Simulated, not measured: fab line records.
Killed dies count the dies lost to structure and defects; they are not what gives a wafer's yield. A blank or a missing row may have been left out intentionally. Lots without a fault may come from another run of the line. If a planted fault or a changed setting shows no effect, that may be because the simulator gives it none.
Check for tools in common / flow nand_harc / 1 lot, 2 wafers sampled

REASON IT WAS OPENED
At NHARC_END_SORT_01 the reading killed_at_array is flagged on 1 of 1 lot. Fault-free wafers read 63, with a standard deviation of 27.
Rule: a lot is flagged in two cases, either no wafer of it has a number, or all its wafers with numbers fall more than 4 standard deviations from that mean. The rest of the lots are taken to be sound.

lot=L795; measured=day 27 02:20; on=prober-01; killed_at_array, wafer by wafer=676 671; flag=FLAGGED
The numbers of the flagged lots are 674 on average: +610 against the usual, or +23 standard deviations.

WHICH TOOL EACH LOT WENT THROUGH
Before the reading, the record contains 4 process steps out of a 1302-step route. Each cell gives the tool, then ch followed by the chambers the sampled wafers passed through, then the start.
lot=L795; flag=FLAGGED; NHARC_A_STAIRCASE_CVD_552=lpcvd-01 ch 0, day 20 00:59; NHARC_A_BONDPAD_DEGAS_25=no row; NHARC_THIN_TSV_DEP_47=no row; NHARC_THIN_TSV_ETCH_36=no row
What the steps here do:
- NHARC_A_STAIRCASE_CVD_552: deposits SiNx, target thk 40 nm.
- NHARC_A_BONDPAD_DEGAS_25: time 60 s.
- NHARC_THIN_TSV_DEP_47: deposits SiO2, target thk 200 nm.
- NHARC_THIN_TSV_ETCH_36: etches the open film in Cl2/BCl3, target depth 65 nm, time 18.571 s.
- NHARC_END_SORT_01

FLAGGED AGAINST TOTAL, ONE TOOL AT A TIME (gauges that did the reading follow at the end)
step=NHARC_A_STAIRCASE_CVD_552; tool=lpcvd-01; lots run=1; flagged=1; share of the flagged lots=all; sound lots run after its first flagged lot=0
step=NHARC_END_SORT_01; tool=prober-01; lots run=1; flagged=1; share of the flagged lots=all; sound lots run after its first flagged lot=0

WHAT THE TABLE ALLOWS
In 2 table rows, all flagged lots were run: lpcvd-01 (NHARC_A_STAIRCASE_CVD_552), prober-01 (NHARC_END_SORT_01).
- lpcvd-01 at NHARC_A_STAIRCASE_CVD_552: 1 of its 1 lot flagged. It ran no sound lot before its first flagged lot in this sample, so the start can't be narrowed down.
- prober-01 at NHARC_END_SORT_01: 1 of its 1 lot flagged. It ran no sound lot before its first flagged lot in this sample, so the start can't be narrowed down.
These 2 tools cannot be told apart by counting lots, since each of them fits a fault that started at some hour. More lots, or a look at what each step does to the wafer, might.

WHAT WAS PUT IN BY THE SIMULATOR
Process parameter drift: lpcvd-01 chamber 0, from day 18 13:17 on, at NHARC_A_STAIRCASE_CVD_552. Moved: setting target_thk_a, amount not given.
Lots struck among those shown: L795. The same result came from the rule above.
